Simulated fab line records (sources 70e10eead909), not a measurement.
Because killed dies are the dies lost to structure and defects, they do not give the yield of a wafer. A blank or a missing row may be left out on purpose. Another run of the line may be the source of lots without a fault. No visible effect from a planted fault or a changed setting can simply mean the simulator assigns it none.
fab line records	flow nandHarc	part 2 of 2: steps 5 to 6 of 6
[record] lots = 19	wafers = 57	lastDay = 33
route steps=1302 shown A_STAIRCASE@736
lots with no fault: from the same line, run without faults
startH: hours from the record's first day to the start of the lot's first wafer shown	waitH: time in hours since the lot's previous step	" as in the row above	L1.1+2: one row covering several wafers at once	- value missing, or start not given	* or withheld: withheld	< > ~ a bound
route shown NAME@n: a module of which the file shows steps, and the number in the route of the first	usual: mean/standard deviation of fault-free wafers	same: alike in all rows	chamber/n: place in a boat	sites: readings site by site	_std_site: standard deviation of those values	_edge_site: outer sites' mean less inner sites'	radiusMm: for every site, how far away it sits from the centre of the wafer	mask NAME#n: copy n	behind: the tool/chamber that last shaped the wafer	hold: cause of the lot's hold/its duration in hours/its outcome	device: whichever transistor did not switch (one of n, p or np)	end of line: at the end of the route, the tests of the same wafers	for a step that has no rows: nothing shown but its recipe	killed: at the first sort, the dies lost to defects and structure; wafer yield is something else	map: a wafer's dies, x killed, . not, _ none there
set.NAME: the setting that was run; set.NAME@STEP: the one run at that earlier step	model.NAME: the simulator's own value behind a step, which no gauge read
route steps across a sampled set of lots; one table per step, one row per wafer
services: the hour from which a tool's chamber was out of use, counted from the record's first day as startH (under 0 if before that day), plus the number of hours and why
[[steps]]
[step NHARC_A_STAIRCASE_HM_OPEN_457]
[recipe] o2FlowSccm = 400	cosFlowSccm = 20	arFlowSccm = 0	rfW = 500	biasW = 300	chemistry = O2/COS
[usual] drypumpMotorCurrentA = 5.7/0.63	o2FlowSccm = 399.8/1.2	oesProductAu = 1.002/0.0074	rfFwdPowerW = 498.9/1.5	rfVppV = 467/3	showerheadPlenumPTorr = 3.10/0.14	throttleValvePct = 28.330/0.0094
lot.wafer	tool	chamber	startH	waitH	drypumpMotorCurrentA	o2FlowSccm	oesProductAu	rfFwdPowerW	rfHoursCounterH	rfVppV	showerheadPlenumPTorr	throttleValvePct
L074.3	rieDiel-13	3	-	-	5.0	399.8	1.012	497.8	6	468	3.24	28.332
L074.1	"	0	"	"	6.5	398.4	1.012	501.4	6	465	2.98	28.331
L074.6	"	1	"	"	5.2	400.4	1.006	495.8	-	467	3.10	28.322
L075.4	rieDiel-12	2	-	-	6.4	399.0	1.004	498.7	29	465	2.99	28.344
L075.2	"	3	"	"	6.2	401.2	1.006	497.8	33	471	3.30	28.344
L075.3	"	0	"	"	5.0	401.8	1.008	495.0	32	461	2.90	28.324
L078.2	rieDiel-09	1	-	-	5.5	398.4	1.017	500.2	25	463	2.90	28.326
L078.3	"	2	"	"	5.8	399.5	0.997	497.6	21	469	3.17	28.318
L078.5	"	1	"	"	5.5	399.0	1.015	499.4	-	462	2.90	28.324
L077.1	rieDiel-13	0	-	-	6.5	400.5	1.016	501.7	17	465	2.97	28.325
L077.4	"	1	"	"	5.2	400.2	1.003	497.6	15	467	3.09	28.324
L077.5	"	2	"	"	5.8	399.0	1.016	498.1	-	464	2.99	28.347
L076.3	rieDiel-12	3	-	-	6.3	399.9	1.008	499.9	47	470	3.29	28.328
L076.1	"	0	"	"	5.0	399.0	1.013	499.7	49	462	2.89	28.321
L076.2	"	1	"	"	4.8	400.2	1.003	501.6	48	467	3.08	28.332
L079.3	rieDiel-09	1	-	-	5.5	399.6	1.010	499.4	34	461	2.90	28.344
L079.2	"	3	"	"	6.5	400.1	0.993	500.0	33	470	3.23	28.338
L079.5	"	0	"	"	5.2	401.8	0.995	500.8	-	467	3.10	28.316
L080.1	rieDiel-12	1	-	-	4.8	398.9	0.999	499.9	50	466	3.08	28.329
L080.2	"	2	"	"	6.4	399.6	0.998	497.3	50	463	2.98	28.336
L080.5	"	1	"	"	4.8	401.7	1.003	498.0	-	468	3.08	28.315
L081.1	rieDiel-13	0	-	-	6.4	399.9	1.007	497.0	33	464	2.97	28.324
L081.2	"	1	"	"	5.3	399.9	0.999	500.2	31	466	3.08	28.309
L081.5	"	0	"	"	6.4	400.6	1.001	497.8	-	465	2.97	28.323
L082.4	rieDiel-13	0	-	-	6.4	399.7	1.017	497.3	34	464	2.97	28.348
L082.1	"	1	"	"	5.2	400.6	1.010	499.4	33	467	3.08	28.312
L082.6	"	0	"	"	6.4	400.2	1.013	498.3	-	465	2.97	28.336
L085.2	rieDiel-09	1	-	-	5.5	399.3	1.008	498.7	57	462	2.89	28.326
L085.6	"	1	"	"	5.5	398.3	1.017	499.5	-	462	2.89	28.326
L085.5	"	2	"	"	5.8	398.6	1.000	501.1	-	468	3.16	28.333
L084.4	rieDiel-13	1	-	-	5.2	400.5	0.996	501.3	45	467	3.08	28.319
L084.1	"	2	"	"	5.7	400.6	1.007	498.6	43	464	2.97	28.317
L084.5	"	0	"	"	6.4	397.4	1.007	495.8	-	464	2.96	28.327
L086.2	rieDiel-09	3	-	-	6.5	400.4	0.984	497.2	56	469	3.22	28.335
L086.4	"	1	"	"	5.5	398.8	0.995	501.8	61	463	2.89	28.341
L086.5	"	2	"	"	5.7	398.4	0.992	498.4	-	468	3.16	28.332
L087.2	rieDiel-13	2	-	-	5.7	397.8	0.992	498.8	51	463	2.97	28.356
L087.3	"	3	"	"	5.0	400.2	0.990	495.9	56	470	3.22	28.317
L087.4	"	1	"	"	5.2	401.4	0.992	497.9	52	467	3.07	28.323
L091.4	rieDiel-09	2	-	-	5.7	398.6	0.993	503.0	10	469	3.15	28.337
L091.3	"	3	"	"	6.5	401.3	1.006	498.8	12	469	3.21	28.338
L091.1	"	0	"	"	5.2	397.7	0.994	500.0	15	469	3.08	28.330
L090.4	rieDiel-13	3	-	-	5.0	400.5	0.987	499.0	6	469	3.21	28.341
L090.6	"	3	"	"	5.0	401.7	0.992	501.2	-	469	3.21	28.342
L090.5	"	0	"	"	6.5	398.1	0.991	499.6	-	462	2.95	28.314
L092.2	rieDiel-09	3	-	-	6.4	400.1	1.012	498.2	14	469	3.21	28.312
L092.4	"	0	"	"	5.2	399.1	1.000	498.3	18	466	3.08	28.330
L092.6	"	2	"	"	5.8	402.4	0.997	497.8	-	467	3.15	28.336
L094.2	rieDiel-12	0	-	-	5.0	398.6	1.008	498.6	38	471	3.35	28.325
L094.5	"	2	"	"	6.4	399.3	1.002	498.8	-	463	2.96	28.326
L094.6	"	3	"	"	6.3	400.1	0.997	500.9	-	470	3.27	28.330
L093.1	rieDiel-13	2	-	-	5.7	399.0	1.007	499.6	22	463	2.95	28.339
L093.5	"	2	"	"	5.7	400.5	0.997	500.3	-	464	2.95	28.335
L093.6	"	3	"	"	5.0	399.1	1.008	499.1	-	470	3.20	28.331
L096.1	rieDiel-12	2	-	-	6.4	399.9	1.016	498.8	44	463	2.96	28.318
L096.5	"	2	"	"	6.4	401.2	1.002	498.7	-	465	2.96	28.327
L096.6	"	3	"	"	6.3	401.1	0.996	500.0	-	468	3.27	28.335
[step NHARC_A_STAIRCASE_ETCH_451]
[recipe] targetDepthA = 300	overetchA = 30	timeS = 16.5	ionEnergyEv = 100	cf4FlowSccm = 80	o2FlowSccm = 20	arFlowSccm = 0	rfW = 300	biasW = 100	chemistry = CF4/O2
[usual] drypumpMotorCurrentA = 5.6/0.61	o2FlowSccm = 19.99/0.057	oesProductAu = 1.002/0.0074	rfFwdPowerW = 293.6/1.4	rfVppV = 197.7/1.6	showerheadPlenumPTorr = 1.33/0.063	throttleValvePct = 13.398/0.0092
lot.wafer	tool	chamber	startH	waitH	drypumpMotorCurrentA	o2FlowSccm	oesProductAu	rfFwdPowerW	rfHoursCounterH	rfVppV	showerheadPlenumPTorr	throttleValvePct
L074.1	rieDiel-13	0	-	-	6.4	20.05	1.010	295.9	6	195.4	1.27	13.409
L074.3	"	1	"	"	5.2	20.04	1.007	294.4	5	197.4	1.32	13.390
L074.6	"	3	"	"	5.0	20.16	0.999	295.4	-	197.9	1.39	13.392
L075.4	rieDiel-12	2	-	-	6.4	20.01	1.000	290.8	29	196.2	1.28	13.394
L075.2	"	3	"	"	6.2	19.95	1.003	293.5	33	199.7	1.41	13.401
L075.3	"	1	"	"	4.8	20.00	0.995	293.4	27	195.7	1.32	13.401
L078.2	rieDiel-09	2	-	-	5.7	20.07	1.003	296.8	21	197.9	1.36	13.389
L078.3	"	0	"	"	5.2	20.03	0.998	293.0	27	197.6	1.33	13.424
L078.5	"	2	"	"	5.7	20.12	1.007	296.5	-	199.6	1.36	13.409
L077.4	rieDiel-13	3	-	-	5.0	19.96	1.001	296.2	18	199.8	1.39	13.416
L077.1	"	0	"	"	6.4	19.99	1.010	295.5	17	195.5	1.27	13.384
L077.5	"	2	"	"	5.8	20.01	1.011	292.1	-	194.7	1.27	13.396
L076.1	rieDiel-12	2	-	-	6.4	20.06	0.998	292.8	48	196.6	1.27	13.393
L076.2	"	3	"	"	6.3	20.00	0.997	292.6	47	200.4	1.41	13.400
L076.3	"	0	"	"	5.0	19.97	1.006	293.7	49	196.4	1.23	13.395
L079.2	rieDiel-09	3	-	-	6.5	19.96	0.994	292.3	33	200.0	1.38	13.399
L079.3	"	0	"	"	5.2	20.11	0.993	294.4	37	196.6	1.32	13.404
L079.5	"	2	"	"	5.7	20.08	1.007	295.4	-	200.8	1.35	13.407
L080.2	rieDiel-12	3	-	-	6.2	20.02	0.995	294.7	48	199.7	1.41	13.397
L080.1	"	0	"	"	5.0	19.93	1.000	290.9	50	196.7	1.23	13.395
L080.5	"	3	"	"	6.3	20.04	1.001	294.5	-	199.7	1.41	13.394
L081.1	rieDiel-13	3	-	-	5.0	19.93	1.007	295.1	33	199.9	1.38	13.384
L081.2	"	2	"	"	5.7	19.97	1.003	291.3	29	197.2	1.27	13.415
L081.5	"	0	"	"	6.4	20.02	1.016	296.7	-	197.0	1.27	13.398
L082.1	rieDiel-13	3	-	-	5.0	19.98	1.002	294.0	34	199.1	1.38	13.400
L082.4	"	2	"	"	5.7	19.93	1.008	293.9	30	195.4	1.27	13.384
L082.6	"	0	"	"	6.4	20.04	1.003	294.8	-	196.5	1.27	13.394
L085.2	rieDiel-09	1	-	-	5.5	20.06	1.011	291.4	57	196.9	1.23	13.394
L085.6	"	3	"	"	6.5	20.00	0.997	291.9	-	199.7	1.38	13.392
L085.5	"	0	"	"	5.2	19.97	1.004	293.8	-	197.0	1.32	13.396
L084.1	rieDiel-13	3	-	-	5.0	19.99	0.992	294.5	47	198.6	1.38	13.405
L084.4	"	0	"	"	6.4	20.04	0.992	296.2	46	196.8	1.26	13.394
L084.5	"	1	"	"	5.2	19.96	1.000	294.9	-	197.6	1.31	13.388
L086.4	rieDiel-09	1	-	-	5.5	19.98	1.015	290.3	61	195.2	1.23	13.414
L086.2	"	3	"	"	6.5	20.02	0.989	292.4	56	199.0	1.38	13.410
L086.5	"	2	"	"	5.8	19.87	1.001	297.6	-	196.1	1.35	13.398
L087.4	rieDiel-13	0	-	-	6.4	19.95	1.007	294.9	55	195.0	1.26	13.387
L087.2	"	1	"	"	5.2	20.08	0.997	294.3	52	197.0	1.31	13.407
L087.3	"	2	"	"	5.7	19.87	0.995	292.7	51	196.5	1.27	13.392
L091.4	rieDiel-09	3	-	-	6.5	20.05	1.007	291.3	12	199.3	1.38	13.398
L091.1	"	0	"	"	5.2	19.90	0.988	292.9	15	197.1	1.32	13.407
L091.3	"	1	"	"	5.5	19.99	1.003	292.3	13	198.6	1.44	13.406
L090.4	rieDiel-13	1	-	-	5.2	20.00	1.002	295.8	9	197.2	1.31	13.393
L090.6	"	2	"	"	5.7	19.95	1.009	292.8	-	196.4	1.26	13.397
L090.5	"	3	"	"	5.0	19.96	1.005	294.5	-	198.0	1.37	13.373
L092.2	rieDiel-09	3	-	-	6.5	20.03	1.008	292.9	14	200.4	1.38	13.413
L092.4	"	0	"	"	5.2	20.06	0.999	293.4	18	197.6	1.31	13.392
L092.6	"	1	"	"	5.5	20.06	1.002	293.2	-	199.6	1.44	13.414
L094.2	rieDiel-12	1	-	-	4.8	19.96	0.997	293.3	43	197.9	1.31	13.381
L094.6	"	2	"	"	6.4	20.05	0.998	291.2	-	196.2	1.26	13.405
L094.5	"	3	"	"	6.2	20.04	0.994	292.9	-	198.4	1.40	13.414
L093.1	rieDiel-13	0	-	-	6.4	20.04	1.007	294.7	20	197.0	1.26	13.401
L093.6	"	1	"	"	5.2	20.00	1.007	294.2	-	197.7	1.31	13.400
L093.5	"	2	"	"	5.8	20.08	1.015	292.2	-	197.5	1.26	13.409
L096.1	rieDiel-12	1	-	-	4.8	20.04	0.993	294.3	48	197.2	1.30	13.385
L096.6	"	3	"	"	6.3	19.95	0.996	292.2	-	200.2	1.40	13.391
L096.5	"	0	"	"	5.0	20.00	0.988	292.7	-	200.7	1.44	13.410
[[services]]
tool	chamber	startH	hours	kind
rieDiel-13	-	334.71	0.5	repair
rieDiel-12	1	339.56	4.2	repair
rieDiel-13	-	342.05	9.0	pm
rieDiel-13	0	342.05	9.0	ventCycle
rieDiel-13	1	342.05	9.0	ventCycle
rieDiel-13	2	342.05	9.0	ventCycle
rieDiel-13	3	342.05	9.0	ventCycle
rieDiel-13	0	351.05	-	clean
rieDiel-13	1	351.05	-	clean
rieDiel-13	2	351.05	-	clean
rieDiel-13	3	351.05	-	clean
rieDiel-13	2	361.68	7.6	repair
rieDiel-13	0	375.55	-	clean
rieDiel-13	1	375.55	-	clean
rieDiel-13	2	375.55	-	clean
rieDiel-09	0	415.18	2.8	repair
rieDiel-12	-	446.40	9.0	pm
rieDiel-12	0	465.41	9.0	repair
rieDiel-09	-	497.46	9.0	pm
rieDiel-13	-	519.05	9.0	pm
rieDiel-13	-	541.96	0.2	repair
rieDiel-09	-	572.15	0.2	repair
rieDiel-09	1	573.14	4.5	repair
rieDiel-12	3	581.97	1.5	repair
